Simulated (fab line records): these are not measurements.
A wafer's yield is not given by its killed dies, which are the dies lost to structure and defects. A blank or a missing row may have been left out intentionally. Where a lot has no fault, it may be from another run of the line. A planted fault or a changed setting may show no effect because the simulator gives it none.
Chamber matching / flow n5 finfet / rie diel-03 running N5_BEOL_M4_ETCH_77: 4 sister chambers
The step etches underlayer in N2/H2, target depth 6.5 nm, time 5.2 s. 30 wafers are shown with their chamber, then 12 later ones without.

WAFERS, EACH WITH ITS CHAMBER
wafer=L077.1; chamber=1; drypump motor current A (A)=6.2; throttle valve pct (%)=18.42; etch rf on time s (s)=4.91
wafer=L077.4; chamber=2; drypump motor current A (A)=5.5; throttle valve pct (%)=18.06; etch rf on time s (s)=5.18
wafer=L077.6; chamber=3; drypump motor current A (A)=6.2; throttle valve pct (%)=17.71; etch rf on time s (s)=5.06
wafer=L078.1; chamber=0; drypump motor current A (A)=5.4; throttle valve pct (%)=17.88; etch rf on time s (s)=5.10
wafer=L078.3; chamber=1; drypump motor current A (A)=6.2; throttle valve pct (%)=18.46; etch rf on time s (s)=4.83
wafer=L078.5; chamber=3; drypump motor current A (A)=6.2; throttle valve pct (%)=17.73; etch rf on time s (s)=5.03
wafer=L079.3; chamber=2; drypump motor current A (A)=5.5; throttle valve pct (%)=18.08; etch rf on time s (s)=5.23
wafer=L079.4; chamber=0; drypump motor current A (A)=5.4; throttle valve pct (%)=17.91; etch rf on time s (s)=5.25
wafer=L079.6; chamber=3; drypump motor current A (A)=6.2; throttle valve pct (%)=17.73; etch rf on time s (s)=5.10
wafer=L080.1; chamber=3; drypump motor current A (A)=6.2; throttle valve pct (%)=17.74; etch rf on time s (s)=5.10
wafer=L080.2; chamber=1; drypump motor current A (A)=6.2; throttle valve pct (%)=18.45; etch rf on time s (s)=4.89
wafer=L080.6; chamber=0; drypump motor current A (A)=5.4; throttle valve pct (%)=17.89; etch rf on time s (s)=5.21
wafer=L081.3; chamber=1; drypump motor current A (A)=6.2; throttle valve pct (%)=18.47; etch rf on time s (s)=4.87
wafer=L081.5; chamber=2; drypump motor current A (A)=5.5; throttle valve pct (%)=18.08; etch rf on time s (s)=5.19
wafer=L081.6; chamber=1; drypump motor current A (A)=6.2; throttle valve pct (%)=18.47; etch rf on time s (s)=4.86
wafer=L082.1; chamber=0; drypump motor current A (A)=5.4; throttle valve pct (%)=17.90; etch rf on time s (s)=5.20
wafer=L082.3; chamber=2; drypump motor current A (A)=5.5; throttle valve pct (%)=18.06; etch rf on time s (s)=5.19
wafer=L082.6; chamber=0; drypump motor current A (A)=5.4; throttle valve pct (%)=17.89; etch rf on time s (s)=5.19
wafer=L083.2; chamber=3; drypump motor current A (A)=6.3; throttle valve pct (%)=17.74; etch rf on time s (s)=5.09
wafer=L083.5; chamber=3; drypump motor current A (A)=6.2; throttle valve pct (%)=17.75; etch rf on time s (s)=5.12
wafer=L083.6; chamber=0; drypump motor current A (A)=5.4; throttle valve pct (%)=17.88; etch rf on time s (s)=5.26
wafer=L087.1; chamber=2; drypump motor current A (A)=5.5; throttle valve pct (%)=18.09; etch rf on time s (s)=5.24
wafer=L087.3; chamber=0; drypump motor current A (A)=5.4; throttle valve pct (%)=17.48; etch rf on time s (s)=4.97
wafer=L087.4; chamber=0; drypump motor current A (A)=5.4; throttle valve pct (%)=17.48; etch rf on time s (s)=4.96
wafer=L089.1; chamber=2; drypump motor current A (A)=5.5; throttle valve pct (%)=18.11; etch rf on time s (s)=5.23
wafer=L089.2; chamber=0; drypump motor current A (A)=5.4; throttle valve pct (%)=17.48; etch rf on time s (s)=5.01
wafer=L089.6; chamber=2; drypump motor current A (A)=5.5; throttle valve pct (%)=18.08; etch rf on time s (s)=5.31
wafer=L090.1; chamber=0; drypump motor current A (A)=5.4; throttle valve pct (%)=17.50; etch rf on time s (s)=4.98
wafer=L090.3; chamber=2; drypump motor current A (A)=5.5; throttle valve pct (%)=18.12; etch rf on time s (s)=5.25
wafer=L090.6; chamber=2; drypump motor current A (A)=5.5; throttle valve pct (%)=18.11; etch rf on time s (s)=5.27

SIGNATURES (means of the wafers above)
reading=drypump motor current A; chamber 0=5.400; chamber 1=6.200; chamber 2=5.500; chamber 3=6.217; scatter within a chamber=0.0179
reading=throttle valve pct; chamber 0=17.7290; chamber 1=18.4540; chamber 2=18.0878; chamber 3=17.7333; scatter within a chamber=0.125
reading=etch rf on time s; chamber 0=5.1130; chamber 1=4.8720; chamber 2=5.2322; chamber 3=5.0833; scatter within a chamber=0.0781
Rule: for each reading, subtract the chamber's mean from the wafer's reading, divide by that reading's scatter and square the result; add these up over the readings and take the root, which gives the wafer's distance from the chamber. If the next closest chamber is less than 2 further off than the closest, the wafer can't be placed; otherwise it belongs to the closest. The scatter is the square root of a quotient: the sum, over the shown wafers, of each reading's squared deviation from its chamber's mean, divided by wafers minus chambers.

WAFERS MISSING THEIR CHAMBER
wafer=L091.2; drypump motor current A (A)=5.4; throttle valve pct (%)=17.51; etch rf on time s (s)=4.96
wafer=L091.4; drypump motor current A (A)=6.2; throttle valve pct (%)=17.78; etch rf on time s (s)=5.13
wafer=L091.5; drypump motor current A (A)=6.2; throttle valve pct (%)=18.10; etch rf on time s (s)=4.91
wafer=L092.2; drypump motor current A (A)=6.2; throttle valve pct (%)=17.79; etch rf on time s (s)=5.20
wafer=L092.4; drypump motor current A (A)=5.5; throttle valve pct (%)=18.11; etch rf on time s (s)=5.27
wafer=L092.5; drypump motor current A (A)=6.2; throttle valve pct (%)=17.79; etch rf on time s (s)=5.20
wafer=L095.3; drypump motor current A (A)=6.2; throttle valve pct (%)=18.12; etch rf on time s (s)=4.80
wafer=L095.5; drypump motor current A (A)=5.4; throttle valve pct (%)=17.51; etch rf on time s (s)=4.98
wafer=L095.6; drypump motor current A (A)=6.2; throttle valve pct (%)=17.80; etch rf on time s (s)=5.08
wafer=L097.3; drypump motor current A (A)=6.2; throttle valve pct (%)=17.78; etch rf on time s (s)=5.12
wafer=L097.4; drypump motor current A (A)=5.5; throttle valve pct (%)=18.13; etch rf on time s (s)=5.21
wafer=L097.5; drypump motor current A (A)=6.2; throttle valve pct (%)=17.79; etch rf on time s (s)=5.15

EACH ONE'S CHAMBER
wafer=L091.2; from the rows above=0; in truth=0
wafer=L091.4; from the rows above=3; in truth=3
wafer=L091.5; from the rows above=can't be placed: 1 or 3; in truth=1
wafer=L092.2; from the rows above=3; in truth=3
wafer=L092.4; from the rows above=2; in truth=2
wafer=L092.5; from the rows above=3; in truth=3
wafer=L095.3; from the rows above=1; in truth=1
wafer=L095.5; from the rows above=0; in truth=0
wafer=L095.6; from the rows above=3; in truth=3
wafer=L097.3; from the rows above=3; in truth=3
wafer=L097.4; from the rows above=2; in truth=2
wafer=L097.5; from the rows above=3; in truth=3
Correctly placed: 11 of 12. Cannot be placed on the basis of these rows: 1; the candidates contain the true chamber in 1. 0 placed wrongly.
